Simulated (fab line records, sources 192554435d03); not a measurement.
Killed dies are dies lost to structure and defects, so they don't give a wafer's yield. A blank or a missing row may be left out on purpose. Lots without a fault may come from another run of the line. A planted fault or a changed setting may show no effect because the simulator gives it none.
fab line records | flow n5_finfet
record lots=24 wafers=72 last_day=20
route steps=1938 shown BEOL_M4@1088 BEOL_M5@1116
lots that met no fault: from a run of the same line without faults
start_h: hours from the record's first day to the start of the lot's first wafer shown | wait_h: hours since the lot's step before | " the same as in the row above | L1.1+2: a row that stands for several wafers | - no value, or no start given | * or withheld: withheld | < > ~ a bound
route shown NAME@n: a module of which the file shows steps, and the number in the route of the first | usual: mean/standard deviation of fault-free wafers | same: alike in all rows | chamber/n: place in a boat | sites: the reading at each site | _std_site: their standard deviation | _edge_site: outer sites' mean less inner sites' | radius_mm: how far each site lies from the wafer's centre | mask NAME#n: copy n | behind: the tool/chamber that last shaped the wafer | hold: why the lot was held/for how many hours/how that ended | device: the transistor (n, p or np) that didn't switch | end of line: the same wafers' tests at the end of the route | a step without rows: its recipe alone | killed: dies lost to structure and defects at the first sort, not the wafer's yield | map: a wafer's dies, x killed, . not, _ none there
set.NAME: the setting as run; set.NAME@STEP: as run at that earlier step | model.NAME: the simulator's own value behind a step, which no gauge read
steps of the route over a sample of lots; a table a step, a row a wafer
services: from which hour (start_h, from the record's first day; less than 0 if before it) a tool's chamber was out of use, for how many hours, and why
## steps
# step N5_BEOL_M4_SPUTTER_81
# recipe material=Cu target_thk_a=45 temp_c=-20 chamber_pressure_pa=0.07 power_w=withheld time_s=8.29
# usual throttle_valve_pct=30.4/1.5
# columns lot.wafer tool chamber start_h wait_h throttle_valve_pct
L075.1 pvd_sputter-03 - 189.08 0.1 30.0
L075.5 " - " " 29.4
L075.6 " - " " 30.0
L074.2 pvd_sputter-01 - 192.97 0.1 32.7
L074.3 " - " " 28.5
L074.5 " - " " 28.2
L076.2 pvd_sputter-03 - 207.80 0.1 30.0
L076.3 " - " " 31.0
L076.5 " - " " 29.3
L077.4 pvd_sputter-02 - 207.87 0.1 29.0
L077.5 " - " " 29.4
L077.6 " - " " 32.3
L078.1 pvd_sputter-01 - 214.43 0.1 28.5
L078.2 " - " " 32.6
L078.6 " - " " 29.5
L079.3 pvd_sputter-03 - 215.50 0.1 31.1
L079.5 " - " " 31.1
L079.6 " - " " 29.8
L081.2 pvd_sputter-03 - 218.40 0.1 32.4
L081.5 " - " " 32.5
L081.6 " - " " 29.6
L080.3 pvd_sputter-02 - 218.46 0.1 29.1
L080.4 " - " " 29.1
L080.6 " - " " 32.5
L082.2 pvd_sputter-03 - 221.64 0.1 31.1
L082.4 " - " " 29.8
L082.5 " - " " 31.0
L083.2 pvd_sputter-01 - 245.33 0.1 33.0
L083.5 " - " " 29.4
L083.6 " - " " 32.8
L084.1 pvd_sputter-02 - 264.15 0.1 29.4
L084.3 " - " " 29.4
L084.4 " - " " 32.7
L085.1 pvd_sputter-01 - 280.51 0.1 29.8
L085.2 " - " " 28.4
L085.5 " - " " 32.8
L086.2 pvd_sputter-03 - 285.32 0.1 31.1
L086.4 " - " " 32.4
L086.6 " - " " 30.0
L087.2 pvd_sputter-03 - 287.91 0.1 30.0
L087.5 " - " " 30.7
L087.6 " - " " 32.3
L088.1 pvd_sputter-01 - 309.28 0.1 33.1
L088.2 " - " " 29.5
L088.4 " - " " 28.2
L089.1 pvd_sputter-01 - 314.58 0.1 32.9
L089.2 " - " " 29.8
L089.6 " - " " 29.9
L090.2 pvd_sputter-01 - 326.64 0.1 32.9
L090.4 " - " " 30.3
L090.6 " - " " 29.9
L094.2 pvd_sputter-02 - 331.75 0.1 29.5
L094.3 " - " " 29.0
L094.5 " - " " 29.5
L092.3 pvd_sputter-01 - 335.40 0.1 29.9
L092.4 " - " " 32.7
L092.5 " - " " 28.3
L093.1 pvd_sputter-03 - 335.53 0.1 32.5
L093.2 " - " " 29.8
L093.5 " - " " 29.8
L091.2 pvd_sputter-03 - 338.42 0.1 29.9
L091.4 " - " " 32.5
L091.6 " - " " 30.0
L095.1 pvd_sputter-03 - 342.12 0.1 32.3
L095.4 " - " " 29.6
L095.5 " - " " 32.3
L097.1 pvd_sputter-01 - 351.56 0.1 28.1
L097.4 " - " " 29.8
L097.6 " - " " 29.2
L096.1 pvd_sputter-03 - 359.57 0.1 30.1
L096.4 " - " " 29.6
L096.6 " - " " 32.4
# step N5_BEOL_M4_SPUTTER_88
# recipe material=Cu target_thk_a=45 temp_c=-20 chamber_pressure_pa=0.07 power_w=withheld time_s=8.29
# usual throttle_valve_pct=30.4/1.5
# columns lot.wafer tool chamber start_h wait_h throttle_valve_pct
L075.1 pvd_sputter-03 - 189.52 0.1 29.8
L075.5 " - " " 29.5
L075.6 " - " " 29.9
L074.2 pvd_sputter-01 - 193.41 0.1 32.9
L074.3 " - " " 28.5
L074.5 " - " " 28.3
L076.2 pvd_sputter-03 - 208.24 0.1 30.0
L076.3 " - " " 31.2
L076.5 " - " " 29.5
L077.4 pvd_sputter-02 - 208.31 0.1 29.0
L077.5 " - " " 29.4
L077.6 " - " " 32.3
L078.1 pvd_sputter-01 - 214.87 0.1 28.5
L078.2 " - " " 32.7
L078.6 " - " " 29.6
L079.3 pvd_sputter-03 - 215.94 0.1 30.8
L079.5 " - " " 30.9
L079.6 " - " " 30.1
L081.2 pvd_sputter-03 - 218.84 0.1 32.6
L081.5 " - " " 32.5
L081.6 " - " " 29.2
L080.3 pvd_sputter-02 - 218.90 0.1 29.4
L080.4 " - " " 29.4
L080.6 " - " " 32.2
L082.2 pvd_sputter-03 - 222.08 0.1 30.9
L082.4 " - " " 29.8
L082.5 " - " " 31.1
L083.2 pvd_sputter-01 - 245.77 0.1 32.7
L083.5 " - " " 29.3
L083.6 " - " " 33.0
L084.1 pvd_sputter-02 - 264.59 0.1 29.1
L084.3 " - " " 29.1
L084.4 " - " " 32.6
L085.1 pvd_sputter-01 - 280.95 0.1 29.9
L085.2 " - " " 28.2
L085.5 " - " " 32.8
L086.2 pvd_sputter-03 - 285.76 0.1 30.6
L086.4 " - " " 32.2
L086.6 " - " " 29.9
L087.2 pvd_sputter-03 - 288.35 0.1 30.0
L087.5 " - " " 30.9
L087.6 " - " " 32.4
L088.1 pvd_sputter-01 - 309.72 0.1 33.0
L088.2 " - " " 29.4
L088.4 " - " " 28.0
L089.1 pvd_sputter-01 - 315.02 0.1 33.0
L089.2 " - " " 30.1
L089.6 " - " " 29.8
L090.2 pvd_sputter-01 - 327.08 0.1 32.8
L090.4 " - " " 29.6
L090.6 " - " " 29.8
L094.2 pvd_sputter-02 - 332.19 0.1 29.5
L094.3 " - " " 28.8
L094.5 " - " " 29.4
L092.3 pvd_sputter-01 - 335.84 0.1 29.9
L092.4 " - " " 32.7
L092.5 " - " " 28.4
L093.1 pvd_sputter-03 - 335.97 0.1 32.6
L093.2 " - " " 29.9
L093.5 " - " " 30.0
L091.2 pvd_sputter-03 - 338.86 0.1 30.0
L091.4 " - " " 32.5
L091.6 " - " " 29.8
L095.1 pvd_sputter-03 - 342.56 0.1 32.5
L095.4 " - " " 29.4
L095.5 " - " " 32.4
L097.1 pvd_sputter-01 - 352.00 0.1 28.3
L097.4 " - " " 29.7
L097.6 " - " " 29.4
L096.1 pvd_sputter-03 - 360.01 0.1 29.7
L096.4 " - " " 29.2
L096.6 " - " " 32.5
# step N5_BEOL_M5_HM_DEP_02
# recipe material=TiN target_thk_a=200 temp_c=25 chamber_pressure_pa=0.49996
# usual throttle_valve_pct=30.2/1.4
# columns lot.wafer tool chamber start_h wait_h throttle_valve_pct
L075.1 pvd_sputter-03 - 195.72 2.5 30.8
L075.5 " - " " 29.6
L075.6 " - " " 30.1
L074.2 pvd_sputter-01 - 197.32 0.3 32.7
L074.3 " - " " 28.4
L074.5 " - " " 29.5
L076.2 pvd_sputter-01 - 212.95 0.9 32.8
L076.3 " - " " 28.3
L076.5 " - " " 29.4
L077.4 pvd_sputter-01 - 213.05 0.9 32.8
L077.5 " - " " 29.8
L077.6 " - " " 28.3
L078.1 pvd_sputter-02 - 219.94 1.5 32.2
L078.2 " - " " 29.5
L078.6 " - " " 32.5
L079.3 pvd_sputter-03 - 220.22 0.6 32.2
L079.5 " - " " 31.0
L079.6 " - " " 32.4
L081.2 pvd_sputter-03 - 223.34 0.9 29.4
L081.5 " - " " 29.9
L081.6 " - " " 29.5
L080.3 pvd_sputter-03 - 224.98 0.9 29.6
L080.4 " - " " 32.3
L080.6 " - " " 29.4
L082.2 pvd_sputter-01 - 226.49 0.8 29.8
L082.4 " - " " 29.3
L082.5 " - " " 29.7
L083.2 pvd_sputter-01 - 251.11 1.8 29.2
L083.5 " - " " 29.4
L083.6 " - " " 28.5
L084.1 pvd_sputter-02 - 268.44 0.3 29.2
L084.3 " - " " 32.7
L084.4 " - " " 29.2
L085.1 pvd_sputter-02 - 284.62 0.1 32.3
L085.2 " - " " 29.4
L085.5 " - " " 32.3
L086.2 pvd_sputter-01 - 291.26 1.9 29.4
L086.4 " - " " 32.8
L086.6 " - " " 28.3
L087.2 pvd_sputter-01 - 294.56 2.6 28.5
L087.5 " - " " 32.7
L087.6 " - " " 29.3
L088.1 pvd_sputter-02 - 315.10 1.8 29.2
L088.2 " - " " 29.5
L088.4 " - " " 29.3
L089.1 pvd_sputter-02 - 319.44 0.6 29.4
L089.2 " - " " 29.5
L089.6 " - " " 29.4
L090.2 pvd_sputter-01 - 331.20 0.4 29.3
L090.4 " - " " 32.8
L090.6 " - " " 28.6
L094.2 pvd_sputter-03 - 337.13 1.2 29.9
L094.3 " - " " 29.5
L094.5 " - " " 29.3
L092.3 pvd_sputter-02 - 340.52 0.8 32.3
L092.4 " - " " 29.4
L092.5 " - " " 29.1
L093.1 pvd_sputter-02 - 340.72 0.5 29.2
L093.2 " - " " 29.3
L093.5 " - " " 29.2
L091.2 pvd_sputter-03 - 343.68 1.2 32.2
L091.4 " - " " 30.0
L091.6 " - " " 29.2
L095.1 pvd_sputter-02 - 346.94 0.7 29.4
L095.4 " - " " 28.9
L095.5 " - " " 29.6
L097.1 pvd_sputter-03 - 358.29 0.7 29.9
L097.4 " - " " 29.4
L097.6 " - " " 29.8
L096.1 pvd_sputter-03 - 366.16 1.3 32.5
L096.4 " - " " 30.0
L096.6 " - " " 29.9
# step N5_BEOL_M5_OVL_MEAS_12
# recipe points_per_wafer=522
# usual M5_OVL=-0.1/0.62
# columns lot.wafer tool chamber start_h wait_h M5_OVL[nm]
L075.1 overlay-02 0 196.27 0.0 -0.2
L075.5 " 0 " " -0.8
L075.6 " 0 " " 0.2
L074.2 overlay-02 0 197.75 0.0 -1.0
L074.3 " 0 " " -0.6
L074.5 " 0 " " 0.4
L076.2 overlay-02 0 213.52 0.0 0.2
L076.3 " 0 " " -0.7
L076.5 " 0 " " 0.5
L077.4 overlay-01 0 213.57 0.0 1.0
L077.5 " 0 " " 0.2
L077.6 " 0 " " 0.5
L078.1 overlay-02 0 220.49 0.0 0.2
L078.2 " 0 " " 0.2
L078.6 " 0 " " 0.1
L079.3 overlay-02 0 220.66 0.0 -0.2
L079.5 " 0 " " 0.4
L079.6 " 0 " " -0.7
L081.2 overlay-01 0 223.77 0.0 0.1
L081.5 " 0 " " -0.6
L081.6 " 0 " " -0.6
L080.3 overlay-01 0 225.42 0.0 0.1
L080.4 " 0 " " 1.1
L080.6 " 0 " " 0.3
L082.2 overlay-02 0 226.92 0.0 -0.1
L082.4 " 0 " " -0.2
L082.5 " 0 " " -0.4
L083.2 overlay-02 0 251.54 0.0 0.3
L083.5 " 0 " " -1.4
L083.6 " 0 " " -0.9
L084.1 overlay-01 0 268.89 0.0 0.4
L084.3 " 0 " " 0.5
L084.4 " 0 " " 0.9
L085.1 overlay-01 0 285.04 0.0 -0.9
L085.2 " 0 " " -0.4
L085.5 " 0 " " -1.0
L086.2 overlay-01 0 291.82 0.0 -0.5
L086.4 " 0 " " -0.7
L086.6 " 0 " " 0.6
L087.2 overlay-02 0 294.98 0.0 -0.2
L087.5 " 0 " " 0.2
L087.6 " 0 " " -1.1
L088.1 overlay-01 0 315.52 0.0 -0.6
L088.2 " 0 " " 0.5
L088.4 " 0 " " 0.6
L089.1 overlay-01 0 319.99 0.0 -0.2
L089.2 " 0 " " 1.1
L089.6 " 0 " " 1.2
L090.2 overlay-01 0 331.62 0.0 0.4
L090.4 " 0 " " 1.2
L090.6 " 0 " " 0.8
L094.2 overlay-02 0 337.68 0.0 -0.6
L094.3 " 0 " " 0.2
L094.5 " 0 " " 0.5
L092.3 overlay-02 0 340.98 0.1 -0.4
L092.4 " 0 " " 0.0
L092.5 " 0 " " -0.4
L093.1 overlay-02 0 341.26 0.0 -1.5
L093.2 " 0 " " 0.0
L093.5 " 0 " " 0.1
L091.2 overlay-02 0 344.10 0.0 0.4
L091.4 " 0 " " 0.3
L091.6 " 0 " " -0.3
L095.1 overlay-01 0 347.48 0.0 -1.1
L095.4 " 0 " " -1.0
L095.5 " 0 " " -0.5
L097.1 overlay-01 0 358.84 0.0 -0.9
L097.4 " 0 " " -1.1
L097.6 " 0 " " 0.0
L096.1 overlay-02 0 366.71 0.0 -0.2
L096.4 " 0 " " 0.0
L096.6 " 0 " " -0.1
# step N5_BEOL_M5_DESCUM_33
# recipe chemistry=O2 time_s=7 source_power_w=50 bias_power_w=20 pressure_mtorr=20 rf_frequency_hz=2.712e+07 temp_c=40 resist=CAR-EUV o2_flow_sccm=225
# usual drypump_motor_current_A=5.5/0.46 oes_product_au=0.77/0.096 rf_vpp_V=243.7/1.3 showerhead_plenum_p_Torr=2.13/0.061 throttle_valve_pct=20.44/0.18
# columns lot.wafer tool chamber start_h wait_h drypump_motor_current_A oes_product_au rf_hours_counter_h rf_vpp_V showerhead_plenum_p_Torr throttle_valve_pct
L074.2 rie_diel-04 1 200.15 0.0 6.1 0.67 237 241.8 1.98 20.48
L074.3 " 3 " " 5.7 0.75 145 243.9 2.10 20.31
L074.5 " 1 " " 6.1 0.67 - 242.8 1.98 20.48
L075.1 rie_diel-02 0 200.33 0.2 5.0 0.69 203 244.4 2.16 20.56
L075.5 " 3 " " 5.5 0.81 - 244.9 2.20 20.14
L075.6 " 2 " " 4.8 0.82 - 244.4 2.20 20.86
L076.2 rie_diel-04 3 216.95 0.6 5.6 0.75 151 242.8 2.10 20.31
L076.3 " 1 " " 6.1 0.67 243 240.8 1.97 20.48
L076.5 " 0 " " 6.1 1.00 - 244.3 2.15 20.41
L077.4 rie_diel-04 1 217.64 1.1 6.1 0.67 244 241.0 1.97 20.47
L077.5 " 0 " " 6.1 1.01 - 243.1 2.15 20.41
L077.6 " 3 " " 5.7 0.75 - 242.0 2.10 20.33
L079.3 rie_diel-02 1 223.31 0.1 5.0 0.74 162 243.9 2.18 20.22
L079.5 " 0 " " 5.0 0.67 - 245.2 2.16 20.55
L079.6 " 1 " " 5.0 0.75 - 244.4 2.18 20.22
L078.1 rie_diel-04 2 223.45 0.2 5.4 0.70 208 243.3 2.07 20.51
L078.2 " 1 " " 6.1 0.67 246 240.6 1.97 20.50
L078.6 " 1 " " 6.1 0.67 - 242.4 1.97 20.50
L081.2 rie_diel-01 3 224.72 0.0 4.6 0.73 183 241.8 2.16 20.26
L081.5 " 2 " " 4.9 0.75 - 243.0 2.10 20.67
L081.6 " 1 " " 5.8 0.69 - 245.1 2.15 20.71
L080.3 rie_diel-02 1 229.34 0.4 5.0 0.74 164 244.0 2.18 20.22
L080.4 " 3 " " 5.5 0.80 91 245.8 2.20 20.17
L080.6 " 2 " " 4.8 0.82 - 244.6 2.20 20.85
L082.2 rie_diel-04 1 229.52 0.4 6.1 0.67 248 242.2 1.97 20.50
L082.4 " 0 " " 6.1 0.98 6 243.8 2.15 20.42
L082.5 " 2 " " 5.5 0.71 - 242.5 2.06 20.52
L083.2 rie_diel-01 3 261.36 0.0 4.6 0.73 193 243.4 2.16 20.27
L083.5 " 0 " " 5.5 0.72 - 245.9 2.18 20.29
L083.6 " 3 " " 4.6 0.72 - 243.7 2.16 20.27
L084.1 rie_diel-01 0 270.29 0.4 5.5 0.73 172 245.2 2.18 20.29
L084.3 " 2 " " 5.0 0.74 179 243.3 2.09 20.68
L084.4 " 3 " " 4.7 0.71 197 243.0 2.16 20.28
L085.1 rie_diel-01 1 286.44 0.2 5.7 0.96 4 242.6 2.15 20.38
L085.2 " 3 " " 4.6 0.71 201 242.8 2.16 20.29
L085.5 " 2 " " 4.9 0.73 - 240.8 2.09 20.69
L086.2 rie_diel-04 1 295.74 0.0 6.1 0.95 10 244.2 2.23 20.18
L086.4 " 3 " " 5.6 0.73 176 243.1 2.09 20.35
L086.6 " 0 " " 6.1 0.91 - 242.3 2.14 20.46
L087.2 rie_diel-01 1 296.27 0.1 5.8 0.95 6 242.3 2.14 20.39
L087.5 " 0 " " 5.5 0.72 - 245.8 2.18 20.29
L087.6 " 1 " " 5.7 0.96 - 243.2 2.14 20.40
L088.1 rie_diel-04 1 317.06 0.0 6.1 0.92 17 243.8 2.23 20.20
L088.2 " 2 " " 5.5 0.69 237 242.8 2.06 20.56
L088.4 " 3 " " 5.6 0.72 182 243.0 2.09 20.37
L089.1 rie_diel-01 1 322.00 0.0 5.8 0.92 15 244.8 2.14 20.40
L089.2 " 0 " " 5.5 0.72 187 245.1 2.17 20.29
L089.6 " 3 " " 4.6 0.70 - 244.4 2.15 20.29
L090.2 rie_diel-04 3 332.97 0.0 5.6 0.71 187 242.6 2.08 20.38
L090.4 " 2 " " 5.5 0.69 242 242.2 2.05 20.56
L090.6 " 2 " " 5.5 0.68 - 241.5 2.05 20.56
L094.2 rie_diel-04 2 339.73 0.0 5.5 0.68 243 242.4 2.05 20.56
L094.3 " 3 " " 5.6 0.71 188 244.0 2.08 20.38
L094.5 " 3 " " 5.7 0.72 - 241.9 2.08 20.39
L092.3 rie_diel-01 1 343.19 0.0 5.8 0.90 22 245.3 2.14 20.43
L092.4 " 0 " " 5.5 0.71 - 245.8 2.17 20.32
L092.5 " 1 " " 5.8 0.89 - 244.6 2.14 20.42
L093.1 rie_diel-02 2 343.55 0.3 4.8 0.80 114 245.6 2.19 20.90
L093.2 " 3 " " 5.5 0.77 125 244.0 2.18 20.21
L093.5 " 2 " " 4.9 0.79 - 247.0 2.19 20.89
L091.2 rie_diel-02 0 346.50 0.0 5.0 0.66 247 246.0 2.14 20.62
L091.4 " 1 " " 5.1 0.72 201 243.5 2.17 20.28
L091.6 " 1 " " 5.1 0.72 - 243.9 2.17 20.30
L095.1 rie_diel-04 2 351.10 0.0 5.5 0.68 246 242.0 2.05 20.56
L095.4 " 0 " " 6.1 0.88 42 242.7 2.13 20.48
L095.5 " 0 " " 6.1 0.89 - 244.7 2.13 20.48
L097.1 rie_diel-01 2 362.55 0.3 4.9 0.71 207 243.6 2.08 20.72
L097.4 " 2 " " 5.0 0.71 - 242.1 2.08 20.70
L097.6 " 0 " " 5.5 0.71 - 244.6 2.17 20.32
L096.1 rie_diel-04 2 367.96 0.0 5.5 0.68 250 242.0 2.05 20.58
L096.4 " 0 " " 6.1 0.89 46 245.3 2.13 20.47
L096.6 " 0 " " 6.1 0.88 - 244.0 2.13 20.48
# step N5_BEOL_M5_ETCH_75
# recipe chemistry=N2/H2 target=underlayer target_depth_a=65 mask_material=CAR-EUV time_s=5.2 ion_energy_ev=200 pressure_mtorr=30 source_w=840 bias_w=150 n2_flow_sccm=200 h2_flow_sccm=200 ends=cleared
# usual bias_w=150.0/0.46 drypump_motor_current_A=5.5/0.46 etch_rf_on_time_s=5.20/0.08 oes_product_au=0.66/0.082 rf_vpp_V=525.2/2.2 showerhead_plenum_p_Torr=2.59/0.076 throttle_valve_pct=17.87/0.2
# columns lot.wafer tool chamber start_h wait_h bias_w drypump_motor_current_A etch_rf_on_time_s oes_product_au rf_hours_counter_h rf_vpp_V showerhead_plenum_p_Torr throttle_valve_pct
L074.2 rie_diel-04 1 200.19 0.0 150.1 6.1 5.29 0.58 237 519.0 2.40 17.90
L074.3 " 3 " " 149.3 5.7 5.20 0.66 145 526.1 2.54 17.75
L074.5 " 1 " " 150.6 6.1 5.24 0.58 - 520.1 2.40 17.89
L075.1 rie_diel-02 0 200.36 0.0 149.8 5.1 5.21 0.58 203 524.8 2.63 18.00
L075.5 " 3 " " 149.4 5.5 5.20 0.70 - 528.4 2.68 17.58
L075.6 " 2 " " 150.5 4.8 5.10 0.72 - 526.4 2.68 18.39
L076.2 rie_diel-04 3 216.99 0.0 150.1 5.7 5.15 0.65 151 525.5 2.54 17.76
L076.3 " 1 " " 150.0 6.1 5.18 0.57 243 521.6 2.40 17.90
L076.5 " 0 " " 149.2 6.1 5.14 0.85 - 524.3 2.61 17.79
L077.4 rie_diel-04 1 217.68 0.0 150.2 6.1 5.22 0.56 244 520.7 2.40 17.90
L077.5 " 0 " " 149.8 6.1 5.21 0.84 - 526.1 2.61 17.83
L077.6 " 3 " " 149.8 5.6 5.10 0.65 - 526.1 2.54 17.73
L079.3 rie_diel-02 1 223.35 0.0 149.3 5.1 5.24 0.64 162 526.8 2.65 17.70
L079.5 " 0 " " 150.2 5.0 5.35 0.58 - 525.0 2.63 18.02
L079.6 " 1 " " 149.7 5.1 5.26 0.63 - 527.3 2.65 17.70
L078.1 rie_diel-04 2 223.48 0.0 149.9 5.5 5.36 0.59 208 521.4 2.52 17.96
L078.2 " 1 " " 149.7 6.1 5.23 0.56 246 521.6 2.40 17.95
L078.6 " 1 " " 149.8 6.1 5.28 0.57 - 519.1 2.40 17.93
L081.2 rie_diel-01 3 224.76 0.0 150.4 4.6 5.24 0.62 183 528.3 2.64 17.72
L081.5 " 2 " " 150.5 5.0 5.14 0.64 - 523.6 2.54 17.98
L081.6 " 1 " " 150.5 5.8 5.23 0.59 - 525.5 2.61 18.27
L080.3 rie_diel-02 1 229.38 0.0 149.7 5.1 5.21 0.63 164 525.9 2.65 17.69
L080.4 " 3 " " 150.3 5.5 5.26 0.68 91 526.8 2.68 17.56
L080.6 " 2 " " 149.4 4.8 5.15 0.70 - 527.3 2.68 18.37
L082.2 rie_diel-04 1 229.56 0.0 149.7 6.1 5.27 0.57 248 521.2 2.40 17.92
L082.4 " 0 " " 150.0 6.1 5.16 0.84 6 525.6 2.61 17.81
L082.5 " 2 " " 150.5 5.5 5.27 0.60 - 523.0 2.51 17.98
L083.2 rie_diel-01 3 261.40 0.0 149.9 4.7 5.23 0.61 193 527.0 2.63 17.71
L083.5 " 0 " " 149.0 5.5 5.11 0.63 - 526.3 2.64 17.74
L083.6 " 3 " " 150.3 4.6 5.27 0.62 - 526.7 2.63 17.70
L084.1 rie_diel-01 0 270.33 0.0 150.4 5.4 5.11 0.64 172 528.5 2.64 17.73
L084.3 " 2 " " 149.4 5.0 5.13 0.63 179 524.3 2.53 18.00
L084.4 " 3 " " 149.3 4.7 5.31 0.61 197 527.1 2.63 17.71
L085.1 rie_diel-01 1 286.47 0.0 149.8 5.8 5.15 0.82 4 525.7 2.61 17.87
L085.2 " 3 " " 149.6 4.6 5.28 0.61 201 527.0 2.63 17.71
L085.5 " 2 " " 150.3 4.9 5.26 0.62 - 523.1 2.53 17.98
L086.2 rie_diel-04 1 295.78 0.0 149.9 6.1 5.23 0.79 10 528.3 2.71 17.55
L086.4 " 3 " " 150.9 5.6 5.13 0.62 176 521.6 2.52 17.77
L086.6 " 0 " " 149.5 6.1 5.26 0.77 - 526.3 2.60 17.86
L087.2 rie_diel-01 1 296.30 0.0 148.9 5.8 5.12 0.81 6 526.8 2.61 17.89
L087.5 " 0 " " 150.2 5.5 5.14 0.62 - 527.3 2.64 17.75
L087.6 " 1 " " 150.1 5.8 5.09 0.82 - 522.0 2.61 17.87
L088.1 rie_diel-04 1 317.10 0.0 149.8 6.1 5.11 0.79 17 528.7 2.71 17.56
L088.2 " 2 " " 149.6 5.5 5.39 0.58 237 522.5 2.50 18.02
L088.4 " 3 " " 150.8 5.6 5.13 0.63 182 526.2 2.52 17.77
L089.1 rie_diel-01 1 322.03 0.0 150.2 5.8 5.07 0.80 15 523.2 2.60 17.90
L089.2 " 0 " " 149.8 5.5 5.12 0.62 187 524.5 2.63 17.73
L089.6 " 3 " " 149.6 4.7 5.26 0.60 - 526.3 2.63 17.75
L090.2 rie_diel-04 3 333.01 0.0 150.4 5.7 5.16 0.62 187 523.9 2.52 17.82
L090.4 " 2 " " 150.5 5.5 5.34 0.57 242 522.9 2.50 18.04
L090.6 " 2 " " 149.9 5.5 5.36 0.57 - 523.4 2.50 18.04
L094.2 rie_diel-04 2 339.76 0.0 150.1 5.5 5.33 0.59 243 522.0 2.50 18.05
L094.3 " 3 " " 150.0 5.7 5.13 0.62 188 523.9 2.52 17.80
L094.5 " 3 " " 150.2 5.7 5.11 0.61 - 525.2 2.52 17.80
L092.3 rie_diel-01 1 343.23 0.0 149.5 5.8 5.07 0.77 22 525.0 2.60 17.89
L092.4 " 0 " " 150.5 5.5 5.15 0.61 - 526.2 2.63 17.77
L092.5 " 1 " " 150.0 5.8 5.12 0.77 - 524.8 2.60 17.93
L093.1 rie_diel-02 2 343.59 0.0 149.3 4.8 5.10 0.69 114 527.4 2.67 18.41
L093.2 " 3 " " 150.2 5.5 5.19 0.66 125 527.6 2.67 17.66
L093.5 " 2 " " 149.6 4.8 5.13 0.68 - 528.4 2.67 18.44
L091.2 rie_diel-02 0 346.54 0.0 149.1 5.1 5.30 0.56 247 526.2 2.61 18.10
L091.4 " 1 " " 149.9 5.1 5.25 0.60 201 525.3 2.63 17.76
L091.6 " 1 " " 149.3 5.1 5.31 0.61 - 526.7 2.63 17.75
L095.1 rie_diel-04 2 351.14 0.0 149.7 5.5 5.25 0.58 246 523.7 2.50 18.03
L095.4 " 0 " " 149.2 6.1 5.15 0.76 42 525.4 2.59 17.88
L095.5 " 0 " " 149.1 6.1 5.15 0.76 - 526.1 2.59 17.85
L097.1 rie_diel-01 2 362.59 0.0 150.0 4.9 5.17 0.62 207 524.0 2.52 18.04
L097.4 " 2 " " 150.0 4.9 5.22 0.61 - 524.7 2.52 18.05
L097.6 " 0 " " 150.4 5.5 5.18 0.60 - 526.4 2.63 17.77
L096.1 rie_diel-04 2 367.99 0.0 150.6 5.4 5.35 0.57 250 523.9 2.50 18.01
L096.4 " 0 " " 150.6 6.1 5.19 0.75 46 524.8 2.59 17.87
L096.6 " 0 " " 150.2 6.1 5.26 0.75 - 523.6 2.59 17.90
## services
# columns tool chamber start_h hours kind
rie_diel-04 1 180.16 11.0 repair
rie_diel-04 0 191.20 - clean
rie_diel-04 0 191.20 - consumable_replace:focus_ring
rie_diel-04 0 191.20 20.1 scheduled_down
rie_diel-04 0 191.20 20.1 vent_cycle
rie_diel-02 - 195.75 0.3 repair
rie_diel-02 3 210.60 4.7 repair
rie_diel-04 1 237.23 - clean
rie_diel-04 1 237.23 - consumable_replace:focus_ring
rie_diel-04 1 237.23 - consumable_replace:showerhead
rie_diel-04 1 237.23 24.6 scheduled_down
rie_diel-04 1 237.23 24.6 vent_cycle
rie_diel-02 - 249.18 0.2 repair
rie_diel-01 1 251.59 - clean
rie_diel-01 1 251.59 - consumable_replace:focus_ring
rie_diel-01 1 251.59 17.7 scheduled_down
rie_diel-01 1 251.59 17.7 vent_cycle
rie_diel-01 1 291.76 3.0 repair
rie_diel-02 2 294.86 20.4 repair
rie_diel-01 3 342.61 28.4 repair
rie_diel-01 - 343.93 0.2 repair
rie_diel-02 3 351.99 7.2 repair
rie_diel-02 0 359.19 - clean
rie_diel-02 0 359.19 - consumable_replace:focus_ring
## key
fault none
